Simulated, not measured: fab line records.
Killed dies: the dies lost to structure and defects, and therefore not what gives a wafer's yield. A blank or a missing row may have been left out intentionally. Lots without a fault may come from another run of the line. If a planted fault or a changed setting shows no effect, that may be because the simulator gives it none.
Split-lot study | flow n5Finfet | 21 wafers read from 7 lots, route of 1938 steps

## ON THE SPLIT
At N5_BEOL_M11_VIA_ETCH_34 (etches SiCOH lowk in C4F6/O2, target depth 184.5 nm, time 69.2 s), the setting timeS was moved away from the recipe's 69.2 s on 7 of the 21 wafers read, by -14.2% to +21.1%. All remaining wafers had this setting at the recipe value.

Reading taken at the split's own step.

## THE READING
SOC_of_BEOL_M11_COAT_63.thkNm (the simulator's own value, which no gauge read), in nm, at N5_BEOL_M11_VIA_ETCH_34 (etches SiCOH lowk in C4F6/O2, target depth 184.5 nm, time 69.2 s). The file gives no usual value for it. Here, 14 wafers ran the recipe; their average is 92.4 nm with a standard deviation of 0.34 nm.

wafer  | tool, chamber at the split | timeS as run, s | against the recipe | SOC_of_BEOL_M11_COAT_63.thkNm, nm | against lot-mates on the recipe
L074.2 | rieDiel-05, 3              | 69.2            | recipe             | 92.8                              | -
L074.3 | rieDiel-05, 1              | 69.2            | recipe             | 92.4                              | -
L074.5 | rieDiel-05, 3              | 69.2            | recipe             | 92.8                              | -
L076.3 | rieDiel-05, 1              | 83.81           | +21.1%             | 91.4                              | -1.0
L076.4 | rieDiel-05, 2              | 83.81           | +21.1%             | 90.8                              | -1.6
L076.6 | rieDiel-05, 3              | 69.2            | recipe             | 92.4                              | -
L080.2 | rieDiel-05, 1              | 69.2            | recipe             | 92.8                              | -
L080.4 | rieDiel-05, 0              | 69.2            | recipe             | 92.6                              | -
L080.6 | rieDiel-05, 3              | 69.2            | recipe             | 92.6                              | -
L082.1 | rieDiel-06, 1              | 59.4            | -14.2%             | 93.8                              | +1.4
L082.2 | rieDiel-06, 3              | 59.4            | -14.2%             | 93.4                              | +1.0
L082.5 | rieDiel-06, 0              | 69.2            | recipe             | 92.4                              | -
L083.2 | rieDiel-05, 1              | 69.2            | recipe             | 92.4                              | -
L083.4 | rieDiel-05, 2              | 69.2            | recipe             | 92.6                              | -
L083.6 | rieDiel-05, 0              | 69.2            | recipe             | 92.4                              | -
L089.3 | rieDiel-06, 2              | 82.27           | +18.9%             | 89.8                              | -2.0
L089.4 | rieDiel-06, 3              | 82.27           | +18.9%             | 90.2                              | -1.6
L089.5 | rieDiel-06, 2              | 69.2            | recipe             | 91.8                              | -
L087.2 | rieDiel-06, 0              | 73.33           | +6.0%              | 91.8                              | -0.1
L087.4 | rieDiel-06, 2              | 69.2            | recipe             | 91.6                              | -
L087.6 | rieDiel-06, 3              | 69.2            | recipe             | 92.2                              | -

FIT RESULTS
A straight line over all 21 wafers: SOC_of_BEOL_M11_COAT_63.thkNm changes by -0.0894 nm for each +1% of timeS; r = -0.90; the points scatter about the line by 0.44 nm.
The same after taking each lot's own level away (the mean of its wafers on the recipe; 21 wafers): -0.0779 nm for each +1%; r = -0.95; scatter 0.26 nm.
That fit puts the effect of the largest move of timeS on the reading at 1.6 nm.
The span of the lots' own levels, 91.80 to 92.67 nm, comes to 2.5 times the standard deviation stated above.
Hence the slope depends on the lot-to-lot level, as the two fits are not the same.
Check: with one of the wafers moved furthest among these (+21.1%) left out of the fit, the line predicts -1.8 nm for it against its lot-mates. Against them it came out at -1 nm.

## FURTHER SPLITS ON THESE WAFERS
Before the reading, these wafers also passed through other splits. Each is held against what the fit with the lots' levels taken away leaves over:
other split on the same wafers | wafers away from the commonest value | r with SOC_of_BEOL_M11_COAT_63.thkNm (lot level and that fit taken away)
N5_BEOL_M9_DESCUM_16 timeS     | 7                                    | -0.01
N5_BEOL_M10_COAT_05 spinRpm    | 5                                    | +0.30
N5_BEOL_M10_ETCH_62 timeS      | 9                                    | -0.25
N5_BEOL_M11_ETCH_66 timeS      | 6                                    | +0.38

## THE WHOLE CHAIN: every reading that the file lists as answering this split, in the file's order
step                    | what it does                                                     | reading                                                                        | change (the file's fit)                | r (the file's)
N5_BEOL_M11_VIA_ETCH_34 | etches SiCOH lowk in C4F6/O2, target depth 184.5 nm, time 69.2 s | etch.depthNm (the simulator's own value, which no gauge read)                  | +1.72 nm for each +1% of the setting   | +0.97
N5_BEOL_M11_VIA_ETCH_34 | etches SiCOH lowk in C4F6/O2, target depth 184.5 nm, time 69.2 s | SOC_of_BEOL_M11_COAT_63.thkNm (the simulator's own value, which no gauge read) | -0.0761 nm for each +1% of the setting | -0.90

## THE FILE'S OWN FIT
SOC_of_BEOL_M11_COAT_63.thkNm changes by -0.0761 nm for each +1% of timeS, r = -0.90.
